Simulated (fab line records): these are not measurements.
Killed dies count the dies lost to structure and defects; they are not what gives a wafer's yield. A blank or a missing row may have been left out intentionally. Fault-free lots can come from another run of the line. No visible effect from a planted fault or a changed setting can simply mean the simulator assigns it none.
Matching of chambers | flow n5 finfet | N5_BEOL_M12_VIA_ETCH_16 on rie diel-04: 4 sister chambers
The step etches SiOC in C4F8/O2/Ar, target depth 724.8 nm. 4 wafers are shown with their chamber, then 7 later ones without.

## WAFERS PAIRED WITH THEIR CHAMBERS
wafer  | chamber | drypump motor current A (A)
L078.1 | 2       | 4.8
L080.1 | 3       | 5.4
L083.1 | 0       | 5.9
L083.2 | 1       | 5.1

## WAFERS WITHOUT THEIR CHAMBER
wafer  | drypump motor current A (A)
L083.5 | 5.1
L091.1 | 6.0
L091.2 | 5.4
L091.6 | 5.9
L095.1 | 4.8
L095.3 | 5.4
L095.6 | 5.4

## THE CHAMBER EACH PASSED THROUGH
wafer  | from the rows above | in truth
L083.5 | 1                   | 1
L091.1 | 0                   | 0
L091.2 | 3                   | 3
L091.6 | 0                   | 0
L095.1 | 2                   | 2
L095.3 | 3                   | 3
L095.6 | 3                   | 3
Correctly placed: 7 of 7. Left unplaced by these rows: 0. Number placed wrongly: 0.
How it was worked out, from the rows above alone: a wafer's distance from a chamber is the root of the sum, over the readings, of the square of ((its reading less the chamber's mean) divided by the reading's scatter). The wafer belongs to the nearest chamber; if the next one is less than 2 further off, it can't be placed. Each chamber's mean is taken over the wafers shown for it. The scatter (one wafer shown for each chamber): square how far every hidden wafer sits from the nearest shown wafer, average those squares and take the square root.
